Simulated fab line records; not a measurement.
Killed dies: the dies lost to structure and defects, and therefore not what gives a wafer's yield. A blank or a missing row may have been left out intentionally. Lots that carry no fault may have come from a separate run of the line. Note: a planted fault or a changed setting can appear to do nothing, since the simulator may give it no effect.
Matching of chambers + flow n5Finfet + 4 sister chambers for N5_SD_EPI_P_ETCH_37 on rieDiel-06
The step etches SOC in N2/H2, overetch 108 nm, time 486 s. 4 wafers are shown with their chamber, then 8 later ones without.

== WAFERS, EACH WITH ITS CHAMBER ==
| wafer  | chamber | showerheadPlenumPTorr (Torr) |
|--------|---------|------------------------------|
| L088.1 | 0       | 2.53                         |
| L088.2 | 2       | 2.69                         |
| L089.1 | 3       | 2.60                         |
| L090.1 | 1       | 2.64                         |

== WAFERS WITH NO CHAMBER GIVEN ==
| wafer  | showerheadPlenumPTorr (Torr) |
|--------|------------------------------|
| L090.4 | 2.68                         |
| L090.6 | 2.53                         |
| L094.4 | 2.52                         |
| L094.5 | 2.68                         |
| L094.6 | 2.64                         |
| L097.1 | 2.68                         |
| L097.2 | 2.59                         |
| L097.6 | 2.52                         |

== WHICH CHAMBER EACH ONE RAN IN ==
| wafer  | from the rows above | in truth |
|--------|---------------------|----------|
| L090.4 | 2                   | 2        |
| L090.6 | 0                   | 0        |
| L094.4 | 0                   | 0        |
| L094.5 | 2                   | 2        |
| L094.6 | 1                   | 1        |
| L097.1 | 2                   | 2        |
| L097.2 | 3                   | 3        |
| L097.6 | 0                   | 0        |
Placed correctly: 8 of 8. From these rows, 0 cannot be placed. Placed wrongly: 0.
How it was worked out, from the rows above alone: a wafer's distance from a chamber is the root of the sum, over the readings, of the square of ((its reading less the chamber's mean) divided by the reading's scatter). If the next closest chamber is less than 2 further off than the closest, the wafer can't be placed; otherwise it belongs to the closest. The mean given for a chamber averages the wafers shown for that chamber. The scatter (one wafer shown for each chamber): square how far every hidden wafer sits from the nearest shown wafer, average those squares and take the square root.
